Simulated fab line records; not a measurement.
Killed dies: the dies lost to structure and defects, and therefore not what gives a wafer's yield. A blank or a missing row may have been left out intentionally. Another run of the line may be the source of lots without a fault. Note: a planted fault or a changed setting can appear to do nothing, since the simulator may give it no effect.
Struck lot and sound lot, side by side | flow n5-finfet | 14 out of 1938 route steps
Sound: the wafers L955.2, L955.3, L955.6. Struck: wafer L947.4. (L947.1, L947.2 of the same lot were not struck and are left out.) The cause comes at the end.
Each step with rows lists, per side, the tool, then ch with its chambers, then its first start. Under that, the readings that differ: sound wafers | struck wafers | difference of the means | sigmas: that difference in standard deviations of wafers without a fault.
alike: words and numbers the same on both sides, and readings whose means are apart by under 2 such deviations; not compared: readings that were withheld, readings missing a value for some wafer, numbers with overlapping values and no deviation given by the record, and bounds like >300 which may hide the same value.
Wherever a step has rows on one side only, a row that says differs or no value, or a row with sigmas, the two part there. Non-overlapping numbers with no deviation appear without sigmas and do not part them. A reading missing from all wafers of one side parts the sides only when that side holds two or more wafers.

first, 8 steps without rows for these wafers: N5_PASSIVATION_HMDS_37 (time 60 s); N5_PASSIVATION_COAT_38; N5_PASSIVATION_EBR_40; N5_PASSIVATION_SOFTBAKE_39 (time 120 s); N5_PASSIVATION_EXPOSE_41 (exposes mask PASS OPEN, defocus 0 nm, target cd 40000 nm); N5_PASSIVATION_PEB_42; N5_PASSIVATION_DEVELOP_43 (develop time 60 s); N5_PASSIVATION_HARDBAKE_45 (time 120 s).
N5_PASSIVATION_CD_MEAS_44: target cd 40000 nm.
  sound on cd-sem-01 ch 0, day 18 09:29; struck on cd-sem-01 ch 0, day 16 05:25
  alike: cd-nm
N5_PASSIVATION_OVL_MEAS_66:
  sound on overlay-02 ch 0, day 18 09:31; struck on overlay-02 ch 0, day 16 05:27
  reading            | sound    | struck | difference | sigmas
  PASS_OPEN_OVL (nm) | 15 10 15 | -1     | -14        | -3
N5_PASSIVATION_INSPECT_67: inspects for defects (macro).
  struck on defect-inspect-02, day 16 05:28; sound on defect-inspect-02, day 18 09:32
  alike: raw-defect-count
N5_PASSIVATION_DESCUM_46: chemistry O2, time 7.9 s.
  sound on rie-diel-04 ch 0,3, day 18 09:59; struck on rie-diel-05 ch 2, day 16 05:30
  reading                | sound             | struck | difference | sigmas
  oes-product-au (a.u.)  | 0.71 0.80 0.70    | 0.96   | +0.22      | +3
  throttle-valve-pct (%) | 20.42 20.32 20.43 | 19.68  | -0.71      | -3
  alike: drypump-motor-current-A, rf-vpp-V, showerhead-plenum-p-Torr
  not compared: rf-hours-counter-h
N5_PASSIVATION_PASS_ETCH_47: etches SiNx in CF4/O2, target depth 770 nm, time 385 s.
  sound on rie-diel-04 ch 0,3, day 18 10:01; struck on rie-diel-05 ch 2, day 16 05:32
  reading                  | sound             | struck | difference | sigmas
  oes-product-au (a.u.)    | 0.69 0.81 0.70    | 0.90   | +0.17      | +2
  throttle-valve-pct (%)   | 15.92 15.65 15.93 | 15.20  | -0.63      | -3
  model.etch.depth-nm (nm) | 735.8 781.5 735.6 | 551.4  | -199.6     |
  alike: O2_flow_sccm, drypump-motor-current-A, rf-vpp-V, showerhead-plenum-p-Torr
  not compared: rf-hours-counter-h
N5_PASSIVATION_ETCH_54: etches SiO2 in CHF3/O2, target depth 880 nm, time 440 s.
  sound on rie-diel-04 ch 0,3, day 18 10:14; struck on rie-diel-05 ch 2, day 16 05:46
  reading                | sound             | struck | difference | sigmas
  throttle-valve-pct (%) | 18.80 18.70 18.78 | 18.18  | -0.58      | -3
  alike: O2_flow_sccm, drypump-motor-current-A, oes-product-au, rf-vpp-V, showerhead-plenum-p-Torr
  not compared: rf-hours-counter-h

WHERE THEY PART
Last at N5_PASSIVATION_ETCH_54 as far as this record goes, first at N5_PASSIVATION_OVL_MEAS_66.

WHY: the cause the simulator had injected
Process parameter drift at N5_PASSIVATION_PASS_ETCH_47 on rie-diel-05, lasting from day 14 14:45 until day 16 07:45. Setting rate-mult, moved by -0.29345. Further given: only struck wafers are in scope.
